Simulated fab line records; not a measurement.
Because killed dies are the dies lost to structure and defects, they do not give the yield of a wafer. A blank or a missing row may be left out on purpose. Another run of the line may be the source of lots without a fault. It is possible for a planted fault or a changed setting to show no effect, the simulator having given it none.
Matching of chambers    flow nand_harc    4 sister chambers for NHARC_P_CONTACT_STRIP_28 on rie_diel-02
The step strips in O2. 14 wafers are shown with their chamber, then 7 later ones without.

## EACH WAFER AND ITS CHAMBER
wafer   chamber  showerhead_plenum_p_Torr (Torr)  drypump_motor_current_A (A)  oes_product_au (a.u.)
L074.2  2        3.48                             5.70                         1.010
L074.3  0        3.68                             5.52                         1.000
L074.5  3        3.53                             5.79                         0.992
L075.1  0        3.68                             5.51                         1.005
L075.3  1        3.40                             6.00                         0.993
L075.4  2        3.48                             5.71                         1.003
L076.2  0        3.68                             5.52                         0.991
L076.4  1        3.39                             5.96                         1.005
L076.5  0        3.68                             5.49                         0.992
L077.1  3        3.53                             5.76                         0.986
L077.5  0        3.68                             5.54                         0.993
L077.6  1        3.39                             5.98                         1.012
L080.2  3        3.53                             5.76                         0.974
L080.4  3        3.53                             5.77                         0.985

SIGNATURES (means of the wafers above)
reading                   chamber 0  chamber 1  chamber 2  chamber 3  scatter within a chamber
showerhead_plenum_p_Torr  3.6800     3.3933     3.4800     3.5300     0.00258
drypump_motor_current_A   5.5160     5.9800     5.7050     5.7700     0.0166
oes_product_au            0.99620    1.00333    1.00650    0.98425    0.00724
Rule: for each reading, subtract the chamber's mean from the wafer's reading, divide by that reading's scatter and square the result; add these up over the readings and take the root, which gives the wafer's distance from the chamber. The wafer belongs to the nearest chamber; if the next one is less than 2 further off, it can't be placed. The scatter is the square root of a quotient: the sum, over the shown wafers, of each reading's squared deviation from its chamber's mean, divided by wafers minus chambers.

## WAFERS WHOSE CHAMBER IS MISSING
wafer   showerhead_plenum_p_Torr (Torr)  drypump_motor_current_A (A)  oes_product_au (a.u.)
L080.5  3.48                             5.70                         0.974
L096.3  3.68                             5.51                         1.007
L096.5  3.52                             5.74                         0.995
L096.6  3.47                             5.70                         0.980
L097.2  3.68                             5.53                         0.992
L097.3  3.39                             5.97                         0.994
L097.6  3.47                             5.71                         0.963

## THE CHAMBER EACH PASSED THROUGH
wafer   from the rows above  in truth
L080.5  2                    2
L096.3  0                    0
L096.5  3                    3
L096.6  2                    2
L097.2  0                    0
L097.3  1                    1
L097.6  2                    2
Placed correctly: 7 of 7. Not placeable from these rows: 0. Number placed wrongly: 0.
